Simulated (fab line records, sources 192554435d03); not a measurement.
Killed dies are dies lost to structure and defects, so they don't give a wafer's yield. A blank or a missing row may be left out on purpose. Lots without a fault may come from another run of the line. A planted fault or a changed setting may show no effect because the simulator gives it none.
Which tool did it? | flow n5_finfet | 24 lots, 72 wafers sampled, at 6 steps of a route of 1938

WHAT THE GAUGES READ, wafer by wafer
N5_BEOL_M4_INSPECT_13: inspects for defects (brightfield). Usual: raw_defect_count 400, standard deviation 89.
lot  | measured     | on                | raw_defect_count | flag
L074 | day 7 12:12  | defect_inspect-01 | 465 319 343      |
L075 | day 7 18:40  | defect_inspect-01 | 262 276 468      |
L077 | day 8 13:26  | defect_inspect-01 | 378 337 377      |
L076 | day 8 13:46  | defect_inspect-02 | 549 457 545      |
L078 | day 9 07:00  | defect_inspect-02 | 444 373 471      |
L079 | day 9 15:12  | defect_inspect-02 | 392 416 399      |
L080 | day 9 21:18  | defect_inspect-01 | 581 510 536      |
L081 | day 9 21:28  | defect_inspect-01 | 419 532 398      |
L082 | day 9 23:03  | defect_inspect-02 | 642 315 336      |
L085 | day 10 03:08 | defect_inspect-01 | 323 387 274      |
L083 | day 10 04:25 | defect_inspect-02 | 512 473 329      |
L084 | day 10 13:57 | defect_inspect-02 | 630 501 586      |
L087 | day 10 14:58 | defect_inspect-01 | 355 296 316      |
L086 | day 10 17:24 | defect_inspect-02 | 411 355 427      |
L088 | day 11 06:00 | defect_inspect-01 | 430 487 450      |
L089 | day 11 14:15 | defect_inspect-01 | 422 418 358      |
L090 | day 12 03:53 | defect_inspect-02 | 499 382 432      |
L092 | day 12 04:59 | defect_inspect-01 | 355 403 309      |
L093 | day 12 09:58 | defect_inspect-01 | 447 474 310      |
L091 | day 12 10:26 | defect_inspect-02 | 325 386 431      |
L094 | day 12 20:37 | defect_inspect-02 | 358 395 425      |
L095 | day 13 01:43 | defect_inspect-02 | 236 288 427      |
L097 | day 13 05:36 | defect_inspect-02 | 363 517 374      |
L096 | day 13 18:28 | defect_inspect-02 | 452 319 375      |

WHICH TOOL RAN EACH LOT (tool, then ch and the chambers of the sampled wafers, then the start)
lot  | N5_BEOL_M3_DEGAS_44          | N5_BEOL_M3_ANNEAL_82         | N5_BEOL_M3_ANNEAL_89         | N5_BEOL_M3_SPUTTER_92        | N5_BEOL_M4_ILD_DEP_00
L074 | pvd_sputter-03, day 7 05:23  | pvd_sputter-03, day 7 08:14  | pvd_sputter-03, day 7 08:40  | pvd_sputter-03, day 7 09:02  | pecvd-03 ch 0,1,2, day 7 10:36
L075 | pvd_sputter-01, day 7 13:46  | pvd_sputter-03, day 7 15:18  | pvd_sputter-03, day 7 15:44  | pvd_sputter-03, day 7 16:06  | pecvd-03 ch 0,2, day 7 17:40
L077 | pvd_sputter-02, day 8 05:37  | pvd_sputter-01, day 8 06:41  | pvd_sputter-01, day 8 07:08  | pvd_sputter-01, day 8 07:29  | pecvd-03 ch 0,1,2, day 8 09:03
L076 | pvd_sputter-03, day 8 08:28  | pvd_sputter-02, day 8 09:43  | pvd_sputter-02, day 8 10:10  | pvd_sputter-02, day 8 10:31  | pecvd-03 ch 0,1, day 8 12:04
L078 | pvd_sputter-01, day 9 00:05  | pvd_sputter-02, day 9 01:13  | pvd_sputter-02, day 9 01:39  | pvd_sputter-02, day 9 02:01  | pecvd-02 ch 0,1, day 9 03:38
L079 | pvd_sputter-02, day 9 11:04  | pvd_sputter-02, day 9 12:09  | pvd_sputter-02, day 9 12:35  | pvd_sputter-02, day 9 12:57  | pecvd-03 ch 1,2, day 9 14:30
L080 | pvd_sputter-03, day 9 14:14  | pvd_sputter-01, day 9 17:04  | pvd_sputter-01, day 9 17:31  | pvd_sputter-01, day 9 17:52  | pecvd-03 ch 0,2, day 9 19:37
L081 | pvd_sputter-01, day 9 14:30  | pvd_sputter-03, day 9 17:18  | pvd_sputter-03, day 9 17:44  | pvd_sputter-03, day 9 18:06  | pecvd-02 ch 1,2, day 9 19:40
L082 | pvd_sputter-02, day 9 18:10  | pvd_sputter-03, day 9 19:16  | pvd_sputter-03, day 9 19:42  | pvd_sputter-03, day 9 20:04  | pecvd-03 ch 1,2, day 9 21:37
L085 | pvd_sputter-02, day 9 21:39  | pvd_sputter-01, day 9 23:03  | pvd_sputter-01, day 9 23:29  | pvd_sputter-01, day 9 23:51  | pecvd-03 ch 0,1,2, day 10 01:24
L083 | pvd_sputter-01, day 9 22:09  | pvd_sputter-01, day 10 00:53 | pvd_sputter-01, day 10 01:20 | pvd_sputter-01, day 10 01:41 | pecvd-03 ch 0,1, day 10 03:16
L084 | pvd_sputter-01, day 10 07:22 | pvd_sputter-01, day 10 08:44 | pvd_sputter-01, day 10 09:11 | pvd_sputter-01, day 10 09:32 | pecvd-03 ch 0,1, day 10 11:06
L087 | pvd_sputter-03, day 10 09:59 | pvd_sputter-02, day 10 11:27 | pvd_sputter-02, day 10 11:53 | pvd_sputter-02, day 10 12:15 | pecvd-03 ch 1,2, day 10 13:50
L086 | pvd_sputter-03, day 10 10:08 | pvd_sputter-03, day 10 11:55 | pvd_sputter-03, day 10 12:22 | pvd_sputter-03, day 10 12:43 | pecvd-03 ch 1,2, day 10 14:18
L088 | pvd_sputter-01, day 11 00:43 | pvd_sputter-01, day 11 02:03 | pvd_sputter-01, day 11 02:29 | pvd_sputter-01, day 11 02:51 | pecvd-03 ch 1,2, day 11 04:24
L089 | pvd_sputter-02, day 11 09:41 | pvd_sputter-03, day 11 10:59 | pvd_sputter-03, day 11 11:25 | pvd_sputter-03, day 11 11:47 | pecvd-04 ch 0,1,2, day 11 13:35
L090 | pvd_sputter-02, day 11 23:17 | pvd_sputter-01, day 12 00:32 | pvd_sputter-01, day 12 00:59 | pvd_sputter-01, day 12 01:20 | pecvd-04 ch 0,1,2, day 12 02:53
L092 | pvd_sputter-01, day 11 23:23 | pvd_sputter-03, day 12 00:40 | pvd_sputter-03, day 12 01:06 | pvd_sputter-03, day 12 01:28 | pecvd-02 ch 0,1,2, day 12 03:10
L093 | pvd_sputter-01, day 12 03:19 | pvd_sputter-01, day 12 05:00 | pvd_sputter-01, day 12 05:26 | pvd_sputter-01, day 12 05:48 | pecvd-04 ch 0,1,2, day 12 07:23
L091 | pvd_sputter-01, day 12 03:59 | pvd_sputter-02, day 12 05:38 | pvd_sputter-02, day 12 06:04 | pvd_sputter-02, day 12 06:26 | pecvd-03 ch 0,1,2, day 12 08:26
L094 | pvd_sputter-01, day 12 14:33 | pvd_sputter-02, day 12 15:55 | pvd_sputter-02, day 12 16:22 | pvd_sputter-02, day 12 16:43 | pecvd-04 ch 0,1,2, day 12 18:23
L095 | pvd_sputter-03, day 12 20:39 | pvd_sputter-01, day 12 21:51 | pvd_sputter-01, day 12 22:17 | pvd_sputter-01, day 12 22:39 | pecvd-04 ch 0,2, day 13 00:12
L097 | pvd_sputter-03, day 13 01:05 | pvd_sputter-03, day 13 02:26 | pvd_sputter-03, day 13 02:53 | pvd_sputter-03, day 13 03:14 | pecvd-02 ch 0,1, day 13 04:47
L096 | pvd_sputter-02, day 13 11:31 | pvd_sputter-01, day 13 12:43 | pvd_sputter-01, day 13 13:10 | pvd_sputter-01, day 13 13:31 | pecvd-02 ch 0,1,2, day 13 15:04
- N5_BEOL_M3_DEGAS_44: time 60 s.
- N5_BEOL_M3_ANNEAL_82: time 240 s.
- N5_BEOL_M3_ANNEAL_89: time 240 s.
- N5_BEOL_M3_SPUTTER_92: material Cu, target thk 4.5 nm, time 8.29 s.
- N5_BEOL_M4_ILD_DEP_00: deposits SiOC from DEMS/O2, target thk 79 nm, time 15.3 s.

WHAT THE TOOLS THEMSELVES READ (means of the sampled wafers that have a number; where no wafer has one, the mark that the record gives instead)
N5_BEOL_M3_DEGAS_44. Usual: heater_power_w 343 W, standard deviation 38.
lot  | tool           | heater_power_w (W) | flag
L074 | pvd_sputter-03 | 319                |
L075 | pvd_sputter-01 | 336                |
L077 | pvd_sputter-02 | 336                |
L076 | pvd_sputter-03 | 299                |
L078 | pvd_sputter-01 | 371                |
L079 | pvd_sputter-02 | 338                |
L080 | pvd_sputter-03 | 347                |
L081 | pvd_sputter-01 | 355                |
L082 | pvd_sputter-02 | 390                |
L085 | pvd_sputter-02 | 318                |
L083 | pvd_sputter-01 | 348                |
L084 | pvd_sputter-01 | 345                |
L087 | pvd_sputter-03 | 315                |
L086 | pvd_sputter-03 | 341                |
L088 | pvd_sputter-01 | 358                |
L089 | pvd_sputter-02 | 373                |
L090 | pvd_sputter-02 | 354                |
L092 | pvd_sputter-01 | 336                |
L093 | pvd_sputter-01 | 358                |
L091 | pvd_sputter-01 | 355                |
L094 | pvd_sputter-01 | 357                |
L095 | pvd_sputter-03 | 332                |
L097 | pvd_sputter-03 | 342                |
L096 | pvd_sputter-02 | 341                |

N5_BEOL_M3_ANNEAL_82. Usual: heater_power_w 860 W, standard deviation 91.
lot  | tool           | heater_power_w (W) | flag
L074 | pvd_sputter-03 | 835                |
L075 | pvd_sputter-03 | 834                |
L077 | pvd_sputter-01 | 812                |
L076 | pvd_sputter-02 | 831                |
L078 | pvd_sputter-02 | 1013               |
L079 | pvd_sputter-02 | 726                |
L080 | pvd_sputter-01 | 881                |
L081 | pvd_sputter-03 | 808                |
L082 | pvd_sputter-03 | 869                |
L085 | pvd_sputter-01 | 905                |
L083 | pvd_sputter-01 | 844                |
L084 | pvd_sputter-01 | 857                |
L087 | pvd_sputter-02 | 971                |
L086 | pvd_sputter-03 | 761                |
L088 | pvd_sputter-01 | 892                |
L089 | pvd_sputter-03 | 792                |
L090 | pvd_sputter-01 | 853                |
L092 | pvd_sputter-03 | 798                |
L093 | pvd_sputter-01 | 897                |
L091 | pvd_sputter-02 | 855                |
L094 | pvd_sputter-02 | 922                |
L095 | pvd_sputter-01 | 900                |
L097 | pvd_sputter-03 | 747                |
L096 | pvd_sputter-01 | 852                |

N5_BEOL_M3_ANNEAL_89. Usual: heater_power_w 858 W, standard deviation 90.
lot  | tool           | heater_power_w (W) | flag
L074 | pvd_sputter-03 | 839                |
L075 | pvd_sputter-03 | 844                |
L077 | pvd_sputter-01 | 806                |
L076 | pvd_sputter-02 | 816                |
L078 | pvd_sputter-02 | 999                |
L079 | pvd_sputter-02 | 729                |
L080 | pvd_sputter-01 | 884                |
L081 | pvd_sputter-03 | 815                |
L082 | pvd_sputter-03 | 867                |
L085 | pvd_sputter-01 | 905                |
L083 | pvd_sputter-01 | 855                |
L084 | pvd_sputter-01 | 865                |
L087 | pvd_sputter-02 | 961                |
L086 | pvd_sputter-03 | 788                |
L088 | pvd_sputter-01 | 890                |
L089 | pvd_sputter-03 | 783                |
L090 | pvd_sputter-01 | 869                |
L092 | pvd_sputter-03 | 801                |
L093 | pvd_sputter-01 | 883                |
L091 | pvd_sputter-02 | 849                |
L094 | pvd_sputter-02 | 909                |
L095 | pvd_sputter-01 | 882                |
L097 | pvd_sputter-03 | 755                |
L096 | pvd_sputter-01 | 865                |

N5_BEOL_M3_SPUTTER_92. Usual: chamber_pressure_pa 0.06999 Pa, standard deviation 0.00014; throttle_valve_pct 29.6 %, standard deviation 1.3.
lot  | tool           | chamber_pressure_pa (Pa) | throttle_valve_pct (%) | flag
L074 | pvd_sputter-03 | 0.07013                  | 29.6                   |
L075 | pvd_sputter-03 | 0.06983                  | 29.6                   |
L077 | pvd_sputter-01 | 0.06998                  | 29.1                   |
L076 | pvd_sputter-02 | 0.07012                  | 28.7                   |
L078 | pvd_sputter-02 | 0.06993                  | 29.1                   |
L079 | pvd_sputter-02 | 0.07012                  | 29.7                   |
L080 | pvd_sputter-01 | 0.06992                  | 29.2                   |
L081 | pvd_sputter-03 | 0.06997                  | 29.6                   |
L082 | pvd_sputter-03 | 0.07000                  | 30.5                   |
L085 | pvd_sputter-01 | 0.06984                  | 30.5                   |
L083 | pvd_sputter-01 | 0.06988                  | 28.7                   |
L084 | pvd_sputter-01 | 0.07017                  | 29.8                   |
L087 | pvd_sputter-02 | 0.06999                  | 29.0                   |
L086 | pvd_sputter-03 | 0.07003                  | 29.8                   |
L088 | pvd_sputter-01 | 0.07000                  | 29.1                   |
L089 | pvd_sputter-03 | 0.07004                  | 29.7                   |
L090 | pvd_sputter-01 | 0.07011                  | 28.9                   |
L092 | pvd_sputter-03 | 0.06992                  | 29.6                   |
L093 | pvd_sputter-01 | 0.06997                  | 29.1                   |
L091 | pvd_sputter-02 | 0.06998                  | 29.2                   |
L094 | pvd_sputter-02 | 0.07015                  | 30.4                   |
L095 | pvd_sputter-01 | 0.06984                  | 29.1                   |
L097 | pvd_sputter-03 | 0.06994                  | 29.1                   |
L096 | pvd_sputter-01 | 0.06993                  | 29.8                   |

N5_BEOL_M4_ILD_DEP_00. Usual: heater_power_w 488 W, standard deviation 100; showerhead_plenum_p_Torr 5.703 Torr, standard deviation 0.012; showerhead_vpp_V 1415 V, standard deviation 72; throttle_valve_pct 11.6 %, standard deviation 0.51.
lot  | tool     | heater_power_w (W) | showerhead_plenum_p_Torr (Torr) | showerhead_vpp_V (V) | throttle_valve_pct (%) | flag
L074 | pecvd-03 | 493                | 5.702                           | 1446                 | 11.4                   |
L075 | pecvd-03 | 575                | 5.713                           | 1413                 | 11.2                   |
L077 | pecvd-03 | 520                | 5.716                           | 1428                 | 11.5                   |
L076 | pecvd-03 | 391                | 5.708                           | 1507                 | 11.6                   |
L078 | pecvd-02 | 580                | 5.692                           | 1400                 | 12.0                   |
L079 | pecvd-03 | 516                | 5.714                           | 1384                 | 11.6                   |
L080 | pecvd-03 | 447                | 5.705                           | 1484                 | 11.2                   |
L081 | pecvd-02 | 537                | 5.699                           | 1327                 | 11.5                   |
L082 | pecvd-03 | 580                | 5.710                           | 1404                 | 11.6                   |
L085 | pecvd-03 | 506                | 5.706                           | 1451                 | 11.5                   |
L083 | pecvd-03 | 400                | 5.711                           | 1496                 | 11.7                   |
L084 | pecvd-03 | 402                | 5.703                           | 1493                 | 11.8                   |
L087 | pecvd-03 | 486                | 5.698                           | 1409                 | 11.9                   |
L086 | pecvd-03 | 484                | 5.707                           | 1428                 | 12.1                   |
L088 | pecvd-03 | 553                | 5.714                           | 1376                 | 11.6                   |
L089 | pecvd-04 | 430                | 5.682                           | 1396                 | 11.9                   |
L090 | pecvd-04 | 408                | 5.693                           | 1391                 | 12.1                   |
L092 | pecvd-02 | 552                | 5.701                           | 1371                 | 11.7                   |
L093 | pecvd-04 | 392                | 5.693                           | 1394                 | 11.8                   |
L091 | pecvd-03 | 490                | 5.710                           | 1444                 | 11.7                   |
L094 | pecvd-04 | 457                | 5.700                           | 1381                 | 12.0                   |
L095 | pecvd-04 | 432                | 5.696                           | 1413                 | 11.5                   |
L097 | pecvd-02 | 535                | 5.703                           | 1392                 | 11.9                   |
L096 | pecvd-02 | 539                | 5.702                           | 1357                 | 11.7                   |

THE ANSWER, worked out from the rows above alone
Rule: a lot is off if the mean of its wafers that have a number lies more than 3 standard deviations from the usual mean. A lot without any number at a reading at which 4 lots or more have one is off too. The other lots that the step has rows for count as sound. The gauges are gone through in route order, then the tools' own readings, and for those a lot's mean is taken as printed above. The first step at which some lot is off is used, and at that step the reading that is off furthest; a lot without a number counts as furthest.
No lot is off at any reading shown: from this, nothing can be told.

WHAT THE SIMULATOR HAD PUT IN
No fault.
